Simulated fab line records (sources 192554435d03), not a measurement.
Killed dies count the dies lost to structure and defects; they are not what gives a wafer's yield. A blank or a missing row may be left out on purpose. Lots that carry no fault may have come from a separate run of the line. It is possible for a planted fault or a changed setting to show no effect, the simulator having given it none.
Split-lot study / flow n5_finfet / route with 1938 steps; 7 lots, 39 wafers read

## ON THE SPLIT
At N5_PASSIVATION_DEVELOP_43 (develop time 60 s), the setting develop_time_s was moved away from the recipe's 60 s on 9 of the 39 wafers read, by +18.4% to +54.8%. The other wafers ran this setting at the recipe's value.

## FROM THE SPLIT ON TO THE READING: in between, the file shows 1 step
- N5_PASSIVATION_HARDBAKE_45: time 120 s

## THE READING
cd_nm (nm) at N5_PASSIVATION_CD_MEAS_44, where the cd target is 40000 nm. On this fab line, fault-free wafers typically give 40000 nm with a standard deviation of 2.8 nm.

wafer=L079.1; tool, chamber at the split=litho_track-01, 0; develop_time_s as run, s=60; against the recipe=recipe; cd_nm, nm=39998; against lot-mates on the recipe=-
wafer=L079.2; tool, chamber at the split=litho_track-01, 0; develop_time_s as run, s=60; against the recipe=recipe; cd_nm, nm=39996; against lot-mates on the recipe=-
wafer=L079.3; tool, chamber at the split=litho_track-01, 0; develop_time_s as run, s=60; against the recipe=recipe; cd_nm, nm=40002; against lot-mates on the recipe=-
wafer=L079.4; tool, chamber at the split=litho_track-01, 0; develop_time_s as run, s=60; against the recipe=recipe; cd_nm, nm=40000; against lot-mates on the recipe=-
wafer=L079.5; tool, chamber at the split=litho_track-01, 0; develop_time_s as run, s=60; against the recipe=recipe; cd_nm, nm=40001; against lot-mates on the recipe=-
wafer=L079.6; tool, chamber at the split=litho_track-01, 0; develop_time_s as run, s=60; against the recipe=recipe; cd_nm, nm=39999; against lot-mates on the recipe=-
wafer=L080.1; tool, chamber at the split=litho_track-01, 0; develop_time_s as run, s=60; against the recipe=recipe; cd_nm, nm=40001; against lot-mates on the recipe=-
wafer=L080.2; tool, chamber at the split=litho_track-01, 0; develop_time_s as run, s=60; against the recipe=recipe; cd_nm, nm=40000; against lot-mates on the recipe=-
wafer=L080.3; tool, chamber at the split=litho_track-01, 0; develop_time_s as run, s=60; against the recipe=recipe; cd_nm, nm=40002; against lot-mates on the recipe=-
wafer=L080.4; tool, chamber at the split=litho_track-01, 0; develop_time_s as run, s=60; against the recipe=recipe; cd_nm, nm=40000; against lot-mates on the recipe=-
wafer=L080.5; tool, chamber at the split=litho_track-01, 0; develop_time_s as run, s=60; against the recipe=recipe; cd_nm, nm=39997; against lot-mates on the recipe=-
wafer=L080.6; tool, chamber at the split=litho_track-01, 0; develop_time_s as run, s=60; against the recipe=recipe; cd_nm, nm=40002; against lot-mates on the recipe=-
wafer=L083.1; tool, chamber at the split=litho_track-01, 0; develop_time_s as run, s=60; against the recipe=recipe; cd_nm, nm=39993; against lot-mates on the recipe=-
wafer=L083.2; tool, chamber at the split=litho_track-01, 0; develop_time_s as run, s=92.86; against the recipe=+54.8%; cd_nm, nm=40014; against lot-mates on the recipe=+19
wafer=L083.3; tool, chamber at the split=litho_track-01, 0; develop_time_s as run, s=60; against the recipe=recipe; cd_nm, nm=39998; against lot-mates on the recipe=-
wafer=L083.4; tool, chamber at the split=litho_track-01, 0; develop_time_s as run, s=60; against the recipe=recipe; cd_nm, nm=39994; against lot-mates on the recipe=-
wafer=L083.5; tool, chamber at the split=litho_track-01, 0; develop_time_s as run, s=92.86; against the recipe=+54.8%; cd_nm, nm=40010; against lot-mates on the recipe=+15
wafer=L083.6; tool, chamber at the split=litho_track-01, 0; develop_time_s as run, s=92.86; against the recipe=+54.8%; cd_nm, nm=40012; against lot-mates on the recipe=+17
wafer=L084.1; tool, chamber at the split=litho_track-01, 0; develop_time_s as run, s=60; against the recipe=recipe; cd_nm, nm=39997; against lot-mates on the recipe=-
wafer=L084.2; tool, chamber at the split=litho_track-01, 0; develop_time_s as run, s=60; against the recipe=recipe; cd_nm, nm=39997; against lot-mates on the recipe=-
wafer=L084.3; tool, chamber at the split=litho_track-01, 0; develop_time_s as run, s=60; against the recipe=recipe; cd_nm, nm=39998; against lot-mates on the recipe=-
wafer=L084.4; tool, chamber at the split=litho_track-01, 0; develop_time_s as run, s=60; against the recipe=recipe; cd_nm, nm=40000; against lot-mates on the recipe=-
wafer=L084.5; tool, chamber at the split=litho_track-01, 0; develop_time_s as run, s=60; against the recipe=recipe; cd_nm, nm=39996; against lot-mates on the recipe=-
wafer=L084.6; tool, chamber at the split=litho_track-01, 0; develop_time_s as run, s=60; against the recipe=recipe; cd_nm, nm=39996; against lot-mates on the recipe=-
wafer=L089.1; tool, chamber at the split=litho_track-04, 0; develop_time_s as run, s=60; against the recipe=recipe; cd_nm, nm=40005; against lot-mates on the recipe=-
wafer=L089.2; tool, chamber at the split=litho_track-04, 0; develop_time_s as run, s=60; against the recipe=recipe; cd_nm, nm=40002; against lot-mates on the recipe=-
wafer=L089.3; tool, chamber at the split=litho_track-04, 0; develop_time_s as run, s=73.57; against the recipe=+22.6%; cd_nm, nm=40010; against lot-mates on the recipe=+8
wafer=L089.4; tool, chamber at the split=litho_track-04, 0; develop_time_s as run, s=73.57; against the recipe=+22.6%; cd_nm, nm=40008; against lot-mates on the recipe=+6
wafer=L089.5; tool, chamber at the split=litho_track-04, 0; develop_time_s as run, s=60; against the recipe=recipe; cd_nm, nm=39999; against lot-mates on the recipe=-
wafer=L089.6; tool, chamber at the split=litho_track-04, 0; develop_time_s as run, s=73.57; against the recipe=+22.6%; cd_nm, nm=40011; against lot-mates on the recipe=+9
wafer=L090.1; tool, chamber at the split=litho_track-01, 0; develop_time_s as run, s=60; against the recipe=recipe; cd_nm, nm=40003; against lot-mates on the recipe=-
wafer=L090.2; tool, chamber at the split=litho_track-01, 0; develop_time_s as run, s=71.04; against the recipe=+18.4%; cd_nm, nm=40010; against lot-mates on the recipe=+7
wafer=L090.3; tool, chamber at the split=litho_track-01, 0; develop_time_s as run, s=60; against the recipe=recipe; cd_nm, nm=40002; against lot-mates on the recipe=-
wafer=L090.4; tool, chamber at the split=litho_track-01, 0; develop_time_s as run, s=71.04; against the recipe=+18.4%; cd_nm, nm=40010; against lot-mates on the recipe=+7
wafer=L090.5; tool, chamber at the split=litho_track-01, 0; develop_time_s as run, s=71.04; against the recipe=+18.4%; cd_nm, nm=40008; against lot-mates on the recipe=+5
wafer=L090.6; tool, chamber at the split=litho_track-01, 0; develop_time_s as run, s=60; against the recipe=recipe; cd_nm, nm=40004; against lot-mates on the recipe=-
wafer=L097.2; tool, chamber at the split=litho_track-01, 0; develop_time_s as run, s=60; against the recipe=recipe; cd_nm, nm=40003; against lot-mates on the recipe=-
wafer=L097.3; tool, chamber at the split=litho_track-01, 0; develop_time_s as run, s=60; against the recipe=recipe; cd_nm, nm=40001; against lot-mates on the recipe=-
wafer=L097.6; tool, chamber at the split=litho_track-01, 0; develop_time_s as run, s=60; against the recipe=recipe; cd_nm, nm=40001; against lot-mates on the recipe=-

FIT RESULTS
A straight line over all 39 wafers: cd_nm changes by +0.271 nm for each +1% of develop_time_s; r = +0.80; the points scatter about the line by 3.2 nm.
The same after taking each lot's own level away (the mean of its wafers on the recipe; 39 wafers): +0.316 nm for each +1%; r = +0.95; scatter 1.7 nm.
That fit puts the effect of the largest move of develop_time_s on the reading at 17 nm.
From 39995.0 to 40003.0 nm: that is the span of the lots' own levels, equal to 2.9 times the standard deviation above.
So the lot-to-lot level blurs the effect unless lot-mates are compared.
Check: +16.8 nm against its lot-mates is what the line predicts for one of the wafers moved furthest among these (+54.8%) when that wafer is left out of the fit. It came out at +19 nm against them.

## THESE WAFERS: OTHER SPLITS
Before the reading, these wafers also passed through other splits. Each is held against what the fit with the lots' levels taken away leaves over:
other split on the same wafers=N5_BEOL_M6_CVD_78 target_thk_a; wafers away from the commonest value=15; r with cd_nm (lot level and that fit taken away)=-0.05
other split on the same wafers=N5_BEOL_M9_DESCUM_16 time_s; wafers away from the commonest value=18; r with cd_nm (lot level and that fit taken away)=+0.06
other split on the same wafers=N5_BEOL_M11_VIA_ETCH_34 time_s; wafers away from the commonest value=15; r with cd_nm (lot level and that fit taken away)=-0.09
other split on the same wafers=N5_BEOL_M13_SPUTTER_45 target_thk_a; wafers away from the commonest value=15; r with cd_nm (lot level and that fit taken away)=+0.30

## THE FILE'S OWN FIT
cd_nm changes by +0.323 nm for each +1% of develop_time_s, r = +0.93.
